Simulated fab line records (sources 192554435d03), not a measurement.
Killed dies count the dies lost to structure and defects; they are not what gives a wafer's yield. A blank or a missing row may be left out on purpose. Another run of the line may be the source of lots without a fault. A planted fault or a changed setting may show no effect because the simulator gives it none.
fab line records	flow n5_finfet
record: lots: 11	wafers: 32	last_day: 18
route steps=1938 shown PASSIVATION@1907 END@1938
lots that met no fault: from a run of the same line without faults
start_h: start of the lot's first displayed wafer, in hours after the record's first day	wait_h: hours since the lot's step before	" identical to the entry in the row above	L1.1+2: a single row standing in for several wafers	- no value, or no start was given	* or withheld: withheld	< > ~ a bound
route shown NAME@n: names a module that has steps shown in the file, with the first one's number in the route	usual: average and standard deviation across the fault-free wafers	same: alike in all rows	chamber/n: place in a boat	sites: per-site readings	_std_site: the values' standard deviation	_edge_site: outer sites' mean less inner sites'	radius_mm: how far each site lies from the wafer's centre	mask NAME#n: copy n	behind: the most recent tool/chamber to have shaped the wafer	hold: why the lot was held/for how many hours/how that ended	device: the n, p or np transistor that did not switch	end of line: the tests these same wafers got at the end of their route	for a step that has no rows: nothing shown but its recipe	killed: dies that structure and defects cost at the first sort, which is not the same as the wafer's yield	map: the dies of a wafer, with x for killed, . for not killed, _ for no die there
set.NAME: setting as actually run; set.NAME@STEP: the setting as run at that earlier step	model.NAME: the simulator's own value behind a step, which no gauge read
a sample of lots followed through the steps of the route, with each step as a table and each wafer as a row
services: from which hour (start_h, from the record's first day; less than 0 if before it) a tool's chamber was out of use, for how many hours, and why
== steps ==
step: N5_PASSIVATION_INSPECT_64
recipe: mode: adi	inspect_instrument: macro
usual: raw_defect_count: 1.9/1.5
lot.wafer	tool	chamber	start_h	wait_h	raw_defect_count
L766.4	defect_inspect-02	-	275.39	0.0	2
L766.5	"	-	"	"	1
L766.6	"	-	"	"	1
L771.1	defect_inspect-02	-	309.42	0.0	5
L771.4	"	-	"	"	0
L771.5	"	-	"	"	1
L770.1	defect_inspect-01	-	311.43	0.0	3
L770.2	"	-	"	"	0
L770.4	"	-	"	"	1
L773.3	defect_inspect-02	-	315.92	0.0	5
L773.5	"	-	"	"	3
L773.6	"	-	"	"	1
L775.3	defect_inspect-01	-	360.22	0.0	0
L775.4	"	-	"	"	3
L775.5	"	-	"	"	2
L776.4	defect_inspect-02	-	363.64	0.0	5
L776.5	"	-	"	"	0
L776.6	"	-	"	"	1
L780.2	defect_inspect-01	-	365.13	0.0	3
L780.3	"	-	"	"	0
L780.6	"	-	"	"	5
L779.1	defect_inspect-01	-	369.89	0.0	0
L779.3	"	-	"	"	4
L779.4	"	-	"	"	1
L782.3	defect_inspect-01	-	374.20	0.0	4
L782.4	"	-	"	"	0
L782.5	"	-	"	"	5
L784.3	defect_inspect-01	-	401.81	0.0	4
L784.4	"	-	"	"	1
L789.1	defect_inspect-02	-	429.69	0.0	2
L789.2	"	-	"	"	1
L789.4	"	-	"	"	1
step: N5_PASSIVATION_DESCUM_32
recipe: chemistry: O2	time_s: 7.9	source_power_w: 50	bias_power_w: 20	pressure_mtorr: 20	rf_frequency_hz: 2.712e+07	temp_c: 40	o2_flow_sccm: 225
usual: bias_power_w: 20.00/0.061	drypump_motor_current_A: 5.7/0.48	oes_product_au: 0.80/0.078	rf_vpp_V: 243.6/1.1	showerhead_plenum_p_Torr: 2.12/0.053	throttle_valve_pct: 20.33/0.24
lot.wafer	tool	chamber	start_h	wait_h	bias_power_w	drypump_motor_current_A	oes_product_au	rf_hours_counter_h	rf_vpp_V	showerhead_plenum_p_Torr	throttle_valve_pct
L766.4	rie_diel-04	1	275.42	0.0	20.07	5.6	0.74	153	243.7	2.09	20.28
L766.5	"	2	"	"	19.96	5.0	0.87	-	245.2	2.12	20.44
L766.6	"	3	"	"	19.93	4.9	0.80	-	242.9	2.00	20.43
L771.1	rie_diel-04	3	309.45	0.0	20.05	4.9	0.79	138	241.4	1.99	20.45
L771.4	"	1	"	"	20.06	5.6	0.74	-	245.3	2.08	20.28
L771.5	"	3	"	"	20.03	4.9	0.79	-	242.4	1.99	20.44
L770.1	rie_diel-01	1	311.61	0.2	19.96	6.0	0.73	186	244.2	2.18	20.41
L770.2	"	3	"	"	20.05	5.8	0.80	86	244.0	2.11	20.67
L770.4	"	2	"	"	19.93	5.8	0.89	37	244.0	2.12	19.88
L773.3	rie_diel-04	1	316.18	0.3	19.77	5.6	0.74	167	243.8	2.08	20.27
L773.5	"	1	"	"	19.85	5.7	0.73	-	243.4	2.08	20.29
L773.6	"	2	"	"	20.00	4.9	0.85	-	244.9	2.12	20.49
L775.3	rie_diel-04	3	360.25	0.0	19.89	4.9	0.77	158	242.2	1.99	20.48
L775.4	"	1	"	"	20.02	5.7	0.72	183	244.4	2.08	20.30
L775.5	"	1	"	"	20.04	5.7	0.71	-	243.3	2.08	20.32
L776.4	rie_diel-05	0	363.71	0.1	20.08	5.6	0.70	-	242.3	2.16	20.57
L776.5	"	1	"	"	20.01	6.1	0.94	-	243.5	2.15	20.42
L776.6	"	2	"	"	19.85	5.9	0.91	-	244.3	2.16	19.90
L780.2	rie_diel-01	3	365.22	0.1	20.06	5.7	0.80	104	243.5	2.10	20.71
L780.3	"	1	"	"	19.87	6.0	0.72	204	245.3	2.17	20.44
L780.6	"	1	"	"	19.91	6.1	0.72	-	244.3	2.17	20.44
L779.1	rie_diel-04	2	369.95	0.1	19.98	4.9	0.84	84	242.5	2.11	20.51
L779.3	"	1	"	"	20.03	5.6	0.72	187	243.1	2.08	20.33
L779.4	"	0	"	"	19.89	6.7	0.79	121	245.2	2.19	20.22
L782.3	rie_diel-01	0	374.41	0.2	19.95	5.5	0.86	46	243.9	2.11	20.07
L782.4	"	1	"	"	20.05	6.0	0.72	208	243.9	2.17	20.44
L782.5	"	1	"	"	20.09	6.1	0.72	-	243.5	2.17	20.45
L784.3	rie_diel-04	3	401.84	0.0	20.10	4.9	0.74	174	242.4	1.98	20.52
L784.4	"	1	"	"	20.02	5.7	0.72	198	242.7	2.07	20.33
L789.1	rie_diel-05	1	429.75	0.1	19.96	6.1	0.87	38	244.0	2.14	20.43
L789.2	"	2	"	"	19.99	5.9	0.85	42	242.5	2.15	19.92
L789.4	"	1	"	"	20.05	6.0	0.87	-	245.9	2.14	20.46
step: N5_PASSIVATION_PASS_ETCH_47
recipe: chemistry: CF4/O2	target: SiNx	target_depth_a: 7700	time_s: 385	ion_energy_ev: 100	pressure_mtorr: 40	source_w: 535	bias_w: 49	Ar_flow_sccm: 100	cf4_flow_sccm: 100	O2_flow_sccm: 10
usual: drypump_motor_current_A: 5.8/0.39	mfc_ar_sccm: 99.98/0.3	oes_product_au: 0.78/0.078	rf_vpp_V: 244/4.3	run_length_s: 408.4/0.38	showerhead_plenum_p_Torr: 2.24/0.038	throttle_valve_pct: 15.78/0.25
lot.wafer	tool	chamber	start_h	wait_h	drypump_motor_current_A	mfc_ar_sccm	oes_product_au	rf_hours_counter_h	rf_vpp_V	run_length_s	showerhead_plenum_p_Torr	throttle_valve_pct
L766.4	rie_diel-05	2	277.19	0.0	5.9	99.72	0.70	245	248	407.9	2.26	15.73
L766.5	"	0	"	"	5.6	100.13	0.74	-	243	407.9	2.27	15.94
L766.6	"	1	"	"	6.1	100.33	0.66	-	244	408.7	2.26	16.10
L771.1	rie_diel-04	1	311.35	0.0	5.6	99.92	0.74	165	237	408.2	2.20	15.78
L771.4	"	3	"	"	4.9	100.04	0.78	-	246	408.4	2.13	16.04
L771.5	"	1	"	"	5.7	99.41	0.74	-	237	408.5	2.20	15.80
L770.1	rie_diel-04	2	313.51	0.0	4.9	99.69	0.84	68	240	408.5	2.23	15.95
L770.2	"	3	"	"	4.9	99.94	0.78	140	245	409.2	2.13	16.03
L770.4	"	1	"	"	5.6	100.36	0.74	166	237	408.6	2.20	15.78
L773.3	rie_diel-05	0	318.79	0.1	5.6	99.95	0.72	-	241	408.2	2.26	15.98
L773.5	"	0	"	"	5.6	100.03	0.72	-	241	408.6	2.26	15.99
L773.6	"	3	"	"	6.1	99.83	0.67	-	239	408.1	2.26	16.00
L775.3	rie_diel-01	2	362.03	0.0	5.9	99.95	0.86	54	246	408.4	2.22	15.37
L775.4	"	1	"	"	6.0	100.31	0.71	203	253	408.9	2.27	15.82
L775.5	"	0	"	"	5.5	100.09	0.87	-	244	408.5	2.24	15.62
L776.4	rie_diel-01	3	365.74	0.0	5.8	100.93	0.80	105	243	408.0	2.21	16.09
L776.5	"	1	"	"	6.0	99.88	0.70	-	252	409.1	2.27	15.81
L776.6	"	2	"	"	5.8	99.63	0.86	-	246	408.1	2.22	15.37
L780.2	rie_diel-04	0	367.26	0.0	6.7	99.87	0.78	119	242	408.5	2.30	15.66
L780.3	"	3	"	"	4.9	99.67	0.76	161	246	408.7	2.12	16.06
L780.6	"	3	"	"	4.9	100.31	0.76	-	247	408.4	2.12	16.06
L779.1	rie_diel-01	3	372.04	0.0	5.8	100.18	0.80	106	241	407.9	2.21	16.09
L779.3	"	0	"	"	5.5	99.88	0.86	45	244	385.9	2.23	15.62
L779.4	"	2	"	"	5.9	99.94	0.86	58	247	408.3	2.22	15.37
L782.3	rie_diel-01	2	376.84	0.0	5.9	99.75	0.86	60	246	385.7	2.22	15.39
L782.4	"	3	"	"	5.7	99.49	0.79	109	243	408.2	2.21	16.11
L782.5	"	2	"	"	5.9	99.90	0.86	-	245	408.3	2.22	15.38
L784.3	rie_diel-01	0	403.74	0.0	5.5	99.83	0.85	56	243	386.3	2.23	15.64
L784.4	"	3	"	"	5.7	99.39	0.79	119	242	408.1	2.21	16.12
L789.1	rie_diel-04	0	432.22	0.0	6.7	99.60	0.76	142	241	408.2	2.29	15.73
L789.2	"	2	"	"	5.0	99.43	0.79	107	242	408.7	2.22	16.01
L789.4	"	3	"	"	4.9	99.96	0.74	185	245	408.7	2.11	16.11
step: N5_PASSIVATION_PROBE_49
usual: defect_limited_yield: 91.3/1.4	killed_at_M0_to_M3: 34/9.2	killed_at_M4_up: 13/5.3	killed_at_contacts: 12/6	killed_at_front_end: 39/12	killed_at_other: 4/3.3	killed_dies: 102/17	killed_open: 67/12	killed_short: 34/7.4	sort_bin_5_function: 5.1/1	sort_bin_6_memory: 3.2/0.6	sort_n_pass: 1078/17	sort_yield_pct: 91.3/1.4
same: gross_dies: 1180	killed_at_back_side: 0	sort_bin_4_leakage[%]: 0	sort_bin_8_speed[%]: 0
lot.wafer	tool	chamber	start_h	wait_h	defect_limited_yield[%]	killed_at_M0_to_M3	killed_at_M4_up	killed_at_contacts	killed_at_front_end	killed_at_other	killed_dies	killed_open	killed_short	sort_bin_5_function[%]	sort_bin_6_memory[%]	sort_n_pass	sort_yield_pct[%]
L779.1	prober-01	-	375.09	0.0	93.4	33	8	6	29	2	78	48	30	3.4	3.1	1102	93.4
L779.3	prober-01	-	375.19	0.1	92.5	35	14	11	27	1	88	64	23	4.3	3.1	1092	92.5
L779.4	prober-01	-	375.24	0.2	91.9	36	10	11	37	1	95	61	33	5.2	2.8	1085	91.9
L782.3	prober-02	-	379.95	0.1	90.5	26	22	14	47	3	112	74	30	5.6	3.2	1068	90.5
L784.3	prober-01	-	407.02	0.1	89.4	48	21	18	29	9	125	80	44	6.2	3.8	1055	89.4
L789.1	prober-01	-	435.23	0.0	94.3	19	19	5	19	5	67	50	16	3.0	2.6	1113	94.3
L789.2	prober-01	-	435.28	0.1	91.3	42	19	7	32	3	103	83	20	5.9	2.6	1077	91.3
L789.4	prober-01	-	435.38	0.2	91.5	41	18	6	29	6	100	64	35	4.8	3.4	1080	91.5
killed by level:class
L779.1 BEOL_M0_SAQP:geometric_particle:open=8 BEOL_M0_SAQP:geometric_particle:short=7 DUMMY_GATE:geometric_particle:open=6 BEOL_M1:geometric_particle:open=5 BEOL_M3:geometric_particle:open=5 STARTING-WAFER:geometric_particle:open=5 GATE_CUT:geometric_particle:short=4 BEOL_M2:geometric_particle:open=4
L779.3 MOL_CONTACT_COAG:geometric_particle:open=9 BEOL_M3:geometric_particle:open=9 BEOL_M2:geometric_particle:open=7 FIN_SAQP:geometric_particle:open=5 BEOL_M0_SAQP:geometric_particle:open=5 BEOL_M0:geometric_particle:open=4 GATE_CUT:geometric_particle:short=4 STI_FIN_REVEAL:geometric_particle:open=3
L779.4 FIN_SAQP:geometric_particle:open=13 BEOL_M0_SAQP:geometric_particle:short=13 MOL_CONTACT_COAG:geometric_particle:open=8 DUMMY_GATE:geometric_particle:open=6 BEOL_M2:geometric_particle:open=6 FIN_SAQP:geometric_particle:short=5 BEOL_M1:geometric_particle:open=5 BEOL_M0_SAQP:geometric_particle:open=4
L782.3 STI_FIN_REVEAL:geometric_particle:open=12 MOL_CONTACT_COAG:geometric_particle:open=12 BEOL_M2:geometric_particle:open=11 BEOL_M4:geometric_particle:open=9 FIN_SAQP:geometric_particle:short=8 HKMG_FIN:area_etch=7 BEOL_M5:geometric_particle:open=6 DUMMY_GATE:geometric_particle:open=5
L784.3 MOL_CONTACT_COAG:geometric_particle:open=16 BEOL_M4:geometric_particle:open=13 BEOL_M0_SAQP:geometric_particle:short=10 BEOL_M0_SAQP:geometric_particle:open=8 BEOL_M1:geometric_particle:open=8 FIN_SAQP:geometric_particle:short=7 STI_FIN_REVEAL:geometric_particle:open=6 FIN_SAQP:geometric_particle:open=5
L789.1 BEOL_M4:geometric_particle:open=11 STI_FIN_REVEAL:geometric_particle:open=7 BEOL_M3:geometric_particle:open=6 DUMMY_GATE:geometric_particle:open=4 MOL_CONTACT_COAG:geometric_particle:open=4 BEOL_M0_SAQP:geometric_particle:short=3 BEOL_M1:geometric_particle:short=3 BEOL_M2:geometric_particle:open=3
L789.2 BEOL_M3:geometric_particle:open=14 STI_FIN_REVEAL:geometric_particle:open=11 BEOL_M4:geometric_particle:open=11 BEOL_M2:geometric_particle:open=9 FIN_SAQP:geometric_particle:open=8 MOL_CONTACT_COAG:geometric_particle:open=7 BEOL_M0_SAQP:geometric_particle:short=5 BEOL_M6:geometric_particle:open=4
L789.4 BEOL_M0_SAQP:geometric_particle:open=11 BEOL_M2:geometric_particle:open=10 BEOL_M0_SAQP:geometric_particle:short=10 STI_FIN_REVEAL:geometric_particle:open=5 BEOL_M1:geometric_particle:open=5 BEOL_M4:geometric_particle:open=5 DUMMY_GATE:geometric_particle:open=4 ILD0:geometric_particle:short=4
step: N5_PASSIVATION_INSPECT_57
recipe: inspect_instrument: macro	mode: outgoing
usual: raw_defect_count: 2.0/1.5
lot.wafer	tool	chamber	start_h	wait_h	raw_defect_count
L766.4	defect_inspect-02	-	280.56	0.0	3
L766.5	"	-	"	"	5
L766.6	"	-	"	"	1
L771.1	defect_inspect-02	-	314.70	0.0	1
L771.4	"	-	"	"	1
L771.5	"	-	"	"	1
L770.1	defect_inspect-01	-	316.87	0.0	3
L770.2	"	-	"	"	6
L770.4	"	-	"	"	2
L773.3	defect_inspect-01	-	322.31	0.0	0
L773.5	"	-	"	"	4
L773.6	"	-	"	"	0
L775.3	defect_inspect-01	-	365.41	0.0	3
L775.4	"	-	"	"	2
L775.5	"	-	"	"	0
L776.4	defect_inspect-02	-	369.14	0.0	3
L776.5	"	-	"	"	2
L776.6	"	-	"	"	0
L780.2	defect_inspect-02	-	371.12	0.0	2
L780.3	"	-	"	"	2
L780.6	"	-	"	"	0
L779.1	defect_inspect-01	-	375.45	0.0	1
L779.3	"	-	"	"	0
L779.4	"	-	"	"	0
L782.3	defect_inspect-01	-	380.20	0.0	1
L782.4	"	-	"	"	2
L782.5	"	-	"	"	6
L784.3	defect_inspect-01	-	407.28	0.0	1
L784.4	"	-	"	"	1
L789.1	defect_inspect-01	-	435.58	0.0	2
L789.2	"	-	"	"	0
L789.4	"	-	"	"	3
== services ==
tool	chamber	start_h	hours	kind
rie_diel-04	1	265.53	7.1	repair
rie_diel-05	-	290.29	1.3	repair
rie_diel-05	2	291.99	-	clean
rie_diel-05	2	291.99	-	consumable_replace:focus_ring
rie_diel-05	2	291.99	23.1	scheduled_down
rie_diel-05	2	291.99	23.1	vent_cycle
rie_diel-04	0	298.79	14.6	repair
rie_diel-05	1	315.32	-	clean
rie_diel-05	1	315.32	-	consumable_replace:focus_ring
rie_diel-05	1	315.32	16.3	scheduled_down
rie_diel-05	1	315.32	16.3	vent_cycle
rie_diel-05	3	332.94	-	clean
rie_diel-05	3	332.94	-	consumable_replace:esc
rie_diel-05	3	332.94	-	consumable_replace:focus_ring
rie_diel-05	3	332.94	39.3	scheduled_down
rie_diel-05	3	332.94	39.3	vent_cycle
rie_diel-01	-	356.84	0.7	repair
rie_diel-05	1	358.51	3.4	repair
rie_diel-04	2	360.37	9.1	repair
rie_diel-05	0	393.64	-	clean
rie_diel-05	0	393.64	-	consumable_replace:focus_ring
rie_diel-05	1	397.63	1.4	repair
rie_diel-01	-	419.50	0.4	repair
rie_diel-05	0	428.62	3.3	repair
== key ==
first_sign: step: N5_PASSIVATION_PASS_ETCH_47	reading: run_length_s	direction: down	sigmas: 59	usual: *	struck: *
effect none on later readings
met_at N5_PASSIVATION_PASS_ETCH_47
struck_lots L779,L782,L784
struck_wafers L779.3,L782.3,L784.3
not_acting_at N5_PASSIVATION_INSPECT_64,N5_PASSIVATION_DESCUM_32,N5_PASSIVATION_INSPECT_57
onset_between 365.74 372.04
fault: kind: process_parameter_drift	tool: rie_diel-01	chamber: -	onset_h: 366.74	steps: N5_PASSIVATION_PASS_ETCH_47	channel: time_s	offset: *	shape: step	end_h: 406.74	scope: struck_wafers_only	acts_in: *	stated: *
